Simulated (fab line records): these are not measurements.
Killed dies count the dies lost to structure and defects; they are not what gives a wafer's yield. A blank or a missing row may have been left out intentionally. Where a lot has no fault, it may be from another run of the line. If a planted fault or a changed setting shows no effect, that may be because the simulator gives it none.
Chamber matching :: flow n5 finfet :: N5_GATE_CUT_ETCH_19 on rie diel-04: 4 sister chambers
The step etches SiNx in CH3F/O2, target depth 53.7 nm, time 76.7 s. 16 wafers are shown with their chamber, then 8 later ones without.

== WAFERS WITH THEIR CHAMBER ==
wafer: L080.2
chamber: 3
showerhead plenum p Torr (Torr): 1.97
drypump motor current A (A): 6.0
rf vpp V (V): 297

wafer: L080.4
chamber: 0
showerhead plenum p Torr (Torr): 1.88
drypump motor current A (A): 6.4
rf vpp V (V): 301

wafer: L080.5
chamber: 1
showerhead plenum p Torr (Torr): 2.03
drypump motor current A (A): 6.2
rf vpp V (V): 293

wafer: L081.2
chamber: 2
showerhead plenum p Torr (Torr): 2.06
drypump motor current A (A): 5.5
rf vpp V (V): 294

wafer: L081.5
chamber: 1
showerhead plenum p Torr (Torr): 2.02
drypump motor current A (A): 6.2
rf vpp V (V): 293

wafer: L081.6
chamber: 0
showerhead plenum p Torr (Torr): 1.87
drypump motor current A (A): 6.3
rf vpp V (V): 301

wafer: L082.1
chamber: 2
showerhead plenum p Torr (Torr): 2.06
drypump motor current A (A): 5.5
rf vpp V (V): 292

wafer: L082.2
chamber: 0
showerhead plenum p Torr (Torr): 1.87
drypump motor current A (A): 6.3
rf vpp V (V): 300

wafer: L082.6
chamber: 0
showerhead plenum p Torr (Torr): 1.87
drypump motor current A (A): 6.3
rf vpp V (V): 301

wafer: L087.1
chamber: 0
showerhead plenum p Torr (Torr): 1.87
drypump motor current A (A): 6.4
rf vpp V (V): 301

wafer: L087.2
chamber: 1
showerhead plenum p Torr (Torr): 2.02
drypump motor current A (A): 6.2
rf vpp V (V): 292

wafer: L087.3
chamber: 3
showerhead plenum p Torr (Torr): 1.97
drypump motor current A (A): 6.0
rf vpp V (V): 295

wafer: L089.4
chamber: 0
showerhead plenum p Torr (Torr): 1.87
drypump motor current A (A): 6.3
rf vpp V (V): 299

wafer: L089.5
chamber: 1
showerhead plenum p Torr (Torr): 2.02
drypump motor current A (A): 6.2
rf vpp V (V): 293

wafer: L089.6
chamber: 3
showerhead plenum p Torr (Torr): 1.97
drypump motor current A (A): 6.1
rf vpp V (V): 297

wafer: L092.1
chamber: 2
showerhead plenum p Torr (Torr): 2.05
drypump motor current A (A): 5.5
rf vpp V (V): 292

SIGNATURES (averages over the wafers above)
reading: showerhead plenum p Torr
chamber 0: 1.8717
chamber 1: 2.0225
chamber 2: 2.0567
chamber 3: 1.9700
scatter within a chamber: 0.00433

reading: drypump motor current A
chamber 0: 6.333
chamber 1: 6.200
chamber 2: 5.500
chamber 3: 6.033
scatter within a chamber: 0.0408

reading: rf vpp V
chamber 0: 300.50
chamber 1: 292.75
chamber 2: 292.67
chamber 3: 296.33
scatter within a chamber: 0.894
Rule: a wafer's distance from a chamber is the root of the sum, over the readings, of the square of ((its reading less the chamber's mean) divided by the reading's scatter). The wafer belongs to the nearest chamber; if the next one is less than 2 further off, it can't be placed. The scatter: take each reading less its chamber's mean, square it, sum over the shown wafers, divide by the number of wafers less the number of chambers, and take the root.

== WAFERS WITH NO CHAMBER GIVEN ==
wafer: L092.4
showerhead plenum p Torr (Torr): 2.02
drypump motor current A (A): 6.1
rf vpp V (V): 292

wafer: L092.5
showerhead plenum p Torr (Torr): 1.97
drypump motor current A (A): 6.1
rf vpp V (V): 295

wafer: L097.2
showerhead plenum p Torr (Torr): 2.01
drypump motor current A (A): 6.2
rf vpp V (V): 293

wafer: L097.3
showerhead plenum p Torr (Torr): 1.96
drypump motor current A (A): 6.0
rf vpp V (V): 297

wafer: L097.5
showerhead plenum p Torr (Torr): 2.05
drypump motor current A (A): 5.5
rf vpp V (V): 292

wafer: L096.3
showerhead plenum p Torr (Torr): 1.96
drypump motor current A (A): 6.0
rf vpp V (V): 297

wafer: L096.4
showerhead plenum p Torr (Torr): 1.86
drypump motor current A (A): 6.4
rf vpp V (V): 299

wafer: L096.6
showerhead plenum p Torr (Torr): 2.01
drypump motor current A (A): 6.2
rf vpp V (V): 292

== WHICH CHAMBER EACH WENT THROUGH ==
wafer: L092.4
from the rows above: 1
in truth: 1

wafer: L092.5
from the rows above: 3
in truth: 3

wafer: L097.2
from the rows above: 1
in truth: 1

wafer: L097.3
from the rows above: 3
in truth: 3

wafer: L097.5
from the rows above: 2
in truth: 2

wafer: L096.3
from the rows above: 3
in truth: 3

wafer: L096.4
from the rows above: 0
in truth: 0

wafer: L096.6
from the rows above: 1
in truth: 1
Correct placement for 8 of the 8. Can't be placed from these rows: 0. Placed wrongly: 0.
